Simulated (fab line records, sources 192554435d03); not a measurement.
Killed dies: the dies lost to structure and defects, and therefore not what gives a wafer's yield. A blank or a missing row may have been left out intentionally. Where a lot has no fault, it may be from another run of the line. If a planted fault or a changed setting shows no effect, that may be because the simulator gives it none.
Which tool did it?	flow n5-finfet	Sampling: 10 lots, 30 wafers, 5 of 1938 route steps

== WHAT THE GAUGES READ, wafer by wafer ==
N5_BEOL_M4_RC_MEAS_101.
lot	measured	on	DIBL_N (mV/V)	DIBL_P (mV/V)	IOFF_N (nA/um)	IOFF_P (nA/um)	ION_N (uA/um)	ION_P (uA/um)	SS_N (mV/dec)	SS_P (mV/dec)	VT_N (mV)	VT_P (mV)
L176	day 7 22:14	prober-01	33.2 34.0 32.9	33.2 35.0 32.9	0.118 0.134 0.122	0.19 0.22 0.19	664 661 661	460 466 459	70.7 71.5 71.3	72.6 73.1 72.2	253.6 251.4 250.9	-248 -249 -250
L179	day 8 15:06	prober-02	33.5 35.2 37.1	30.8 33.0 34.6	0.133 0.156 0.187	0.20 0.23 0.26	683 686 677	480 476 471	70.9 70.7 72.3	72.1 72.6 73.4	249.5 249.5 245.7	-248 -246 -244
L181	day 8 23:52	prober-02	36.4 37.0 36.4	34.9 35.9 35.9	0.162 0.170 0.167	0.20 0.22 0.23	671 678 676	463 467 469	71.4 71.6 71.2	72.7 73.7 73.8	250.1 246.8 247.0	-250 -248 -247
L183	day 9 07:34	prober-01	38.1 35.9 37.8	35.7 33.7 36.1	0.166 0.131 0.174	0.20 0.18 0.21	666 671 684	453 460 466	71.7 71.0 72.0	73.3 72.3 73.2	248.8 252.3 247.9	-252 -249 -250
L184	day 9 18:08	prober-01	35.6 36.1 34.8	34.9 36.6 35.5	0.137 0.155 0.139	0.18 0.22 0.20	654 670 670	451 462 466	71.5 70.7 70.8	72.7 72.8 73.3	255.4 249.0 249.9	-251 -249 -250
L187	day 10 17:29	prober-02	35.6 35.1 37.0	36.0 35.4 37.4	0.159 0.149 0.190	0.20 0.19 0.23	684 673 678	463 459 464	71.0 71.8 71.6	73.1 72.8 73.9	247.0 249.9 246.2	-251 -251 -249
L189	day 11 04:47	prober-02	36.8 35.7 36.5	38.0 36.2 37.4	0.164 0.139 0.158	0.26 0.22 0.25	664 675 678	462 471 469	71.3 71.6 70.7	73.9 72.9 74.2	248.3 252.3 249.6	-246 -250 -245
L192	day 11 15:35	prober-02	36.1 35.4 37.2	36.2 35.9 38.5	0.161 0.151 0.198	0.22 0.22 0.26	682 681 694	473 466 471	72.0 71.7 71.3	72.8 73.7 72.9	248.9 250.4 244.0	-245 -246 -246
L178	day 13 19:43	prober-02	35.2 34.6 35.8	36.1 35.4 36.3	0.172 0.143 0.170	0.23 0.23 0.24	691 664 680	479 471 468	71.9 71.3 71.6	73.7 73.3 74.1	247.3 251.2 250.4	-247 -246 -246
L198	day 15 05:43	prober-01	35.2 34.7 36.7	34.8 33.7 36.9	0.156 0.139 0.201	0.22 0.20 0.26	662 670 694	460 468 482	71.1 70.9 71.0	73.1 72.1 73.1	247.2 251.6 243.3	-244 -245 -242

== TOOL THAT RAN EACH LOT (tool first, then ch and the chambers of the sampled wafers, then the start) ==
lot	N5_BEOL_M3_SPUTTER_90	N5_BEOL_M3_SPUTTER_92	N5_BEOL_M3_CMP_52	N5_BEOL_M3_CO_CAP_55
L176	pvd-sputter-02, day 7 10:20	pvd-sputter-02, day 7 10:33	cmp-03 ch 1,3, day 7 11:29	cvd-co-02 ch 0,1, day 7 11:51
L179	pvd-sputter-02, day 8 00:41	pvd-sputter-02, day 8 00:54	cmp-01 ch 0,1,2, day 8 01:50	cvd-co-02 ch 0,1, day 8 02:13
L181	pvd-sputter-03, day 8 10:34	pvd-sputter-03, day 8 10:47	cmp-02 ch 2,3, day 8 11:43	cvd-co-01 ch 0,1,2, day 8 12:11
L183	pvd-sputter-03, day 8 18:28	pvd-sputter-03, day 8 18:41	cmp-02 ch 0,1,3, day 8 19:41	cvd-co-01 ch 0,1,2, day 8 19:59
L184	pvd-sputter-01, day 9 07:56	pvd-sputter-01, day 9 08:10	cmp-02 ch 1,2,3, day 9 09:10	cvd-co-01 ch 1,2, day 9 09:28
L187	pvd-sputter-02, day 10 00:20	pvd-sputter-02, day 10 00:34	cmp-02 ch 0,2, day 10 01:46	cvd-co-02 ch 0,2, day 10 02:08
L189	pvd-sputter-03, day 10 13:22	pvd-sputter-03, day 10 13:35	cmp-02 ch 1,2, day 10 14:31	cvd-co-02 ch 0,1, day 10 15:07
L192	pvd-sputter-03, day 11 03:08	pvd-sputter-03, day 11 03:22	cmp-03 ch 0,1, day 11 04:18	cvd-co-02 ch 1,2, day 11 04:40
L178	pvd-sputter-03, day 12 21:36	pvd-sputter-03, day 12 21:49	cmp-03 ch 1,2,3, day 13 04:27	cvd-co-02 ch 0,2, day 13 04:49
L198	pvd-sputter-01, day 14 00:34	pvd-sputter-01, day 14 00:47	cmp-03 ch 0,1,3, day 14 01:43	cvd-co-02 ch 0,1,2, day 14 02:09
- N5_BEOL_M3_SPUTTER_90: material Cu, target thk 4.5 nm, time 8.29 s.
- N5_BEOL_M3_SPUTTER_92: material Cu, target thk 4.5 nm, time 8.29 s.
- N5_BEOL_M3_CMP_52: polishes, stops on SiOC, t overpolish 6.8 s, target thk 40 nm.
- N5_BEOL_M3_CO_CAP_55: material Co, precursor CCTBA/H2, target thk 2 nm, time 102.1 s.

== AS READ BY THE TOOLS THEMSELVES (means over the sampled wafers that have a number; for cases with no such wafer, the mark the record gives instead) ==
N5_BEOL_M3_SPUTTER_90.
lot	tool	throttle-valve-pct (%)
L176	pvd-sputter-02	30.4
L179	pvd-sputter-02	29.7
L181	pvd-sputter-03	29.1
L183	pvd-sputter-03	28.4
L184	pvd-sputter-01	28.9
L187	pvd-sputter-02	30.5
L189	pvd-sputter-03	29.0
L192	pvd-sputter-03	27.7
L178	pvd-sputter-03	28.3
L198	pvd-sputter-01	30.0

N5_BEOL_M3_SPUTTER_92.
lot	tool	throttle-valve-pct (%)
L176	pvd-sputter-02	30.3
L179	pvd-sputter-02	29.7
L181	pvd-sputter-03	29.0
L183	pvd-sputter-03	28.7
L184	pvd-sputter-01	29.1
L187	pvd-sputter-02	30.3
L189	pvd-sputter-03	28.9
L192	pvd-sputter-03	27.8
L178	pvd-sputter-03	28.5
L198	pvd-sputter-01	30.0

N5_BEOL_M3_CMP_52.
lot	tool	barrier-field-endpoint-s (s)	head-pressure-psi (psi)	motor-current-A (A)	overpolish-run-s (s)	time-to-endpoint-s (s)
L176	cmp-03	25.0	1.0006	5.1	6.802	65
L179	cmp-01	24.7	1.0003	5.8	6.802	64
L181	cmp-02	25.6	0.9990	6.8	6.800	62
L183	cmp-02	24.2	1.0002	6.6	6.798	65
L184	cmp-02	25.2	1.0012	7.1	6.804	63
L187	cmp-02	24.8	0.9990	6.2	6.804	67
L189	cmp-02	26.3	0.9614	6.8	6.803	66
L192	cmp-03	24.4	0.9983	5.9	6.806	57
L178	cmp-03	23.7	1.0007	5.4	6.803	61
L198	cmp-03	24.3	1.0000	5.7	6.806	61

N5_BEOL_M3_CO_CAP_55.
lot	tool	heater-power-w (W)
L176	cvd-co-02	247
L179	cvd-co-02	250
L181	cvd-co-01	245
L183	cvd-co-01	248
L184	cvd-co-01	253
L187	cvd-co-02	225
L189	cvd-co-02	244
L192	cvd-co-02	236
L178	cvd-co-02	235
L198	cvd-co-02	237

== THE ANSWER, worked out from the rows above alone ==
Rule: the lots themselves supply what counts as usual. Put in order of their means at a reading, lots are off if they are a third of the lots or fewer, leave a main group of 4 or more, and stand apart from it by a gap of 3 or more times the standard deviation of the main group's means; of several such gaps the widest counts. Not used: any main group whose means are identical at the precision the tables above print for the reading. Also off: a lot with no number at a reading for which 4 or more lots have one. The other lots that the step has rows for count as sound. First the gauges in route order, then the tools' own readings, where a lot's mean is used as printed above. At the first step where some lot is off, the reading lying furthest off is the one used; lots without a number count as furthest.
Off, at N5_BEOL_M3_CMP_52 on head-pressure-psi: L189. The main group: mean 0.9999 psi, standard deviation 0.0009.
If a tool, at that step or one of the process steps before it, ran each lot that is off and ran no sound lot following the first of them, it fits. One candidate fits, namely cmp-02 at N5_BEOL_M3_CMP_52. A fault onset in the window from L187 (day 10 01:46, its last sound lot) to L189 (day 10 14:31, its first lot off) fits.
The tool's own readings at N5_BEOL_M3_CMP_52 bear it out: on the lots that are off they differ by more than 5 times the standard deviation of the sound lots' means. head-pressure-psi reads 0.9614 psi there against 0.9999 psi on the sound lots.

== WHAT THE SIMULATOR HAD INSERTED ==
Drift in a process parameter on cmp-02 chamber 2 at N5_BEOL_M3_CMP_52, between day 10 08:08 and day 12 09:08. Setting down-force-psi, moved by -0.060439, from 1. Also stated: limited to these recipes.
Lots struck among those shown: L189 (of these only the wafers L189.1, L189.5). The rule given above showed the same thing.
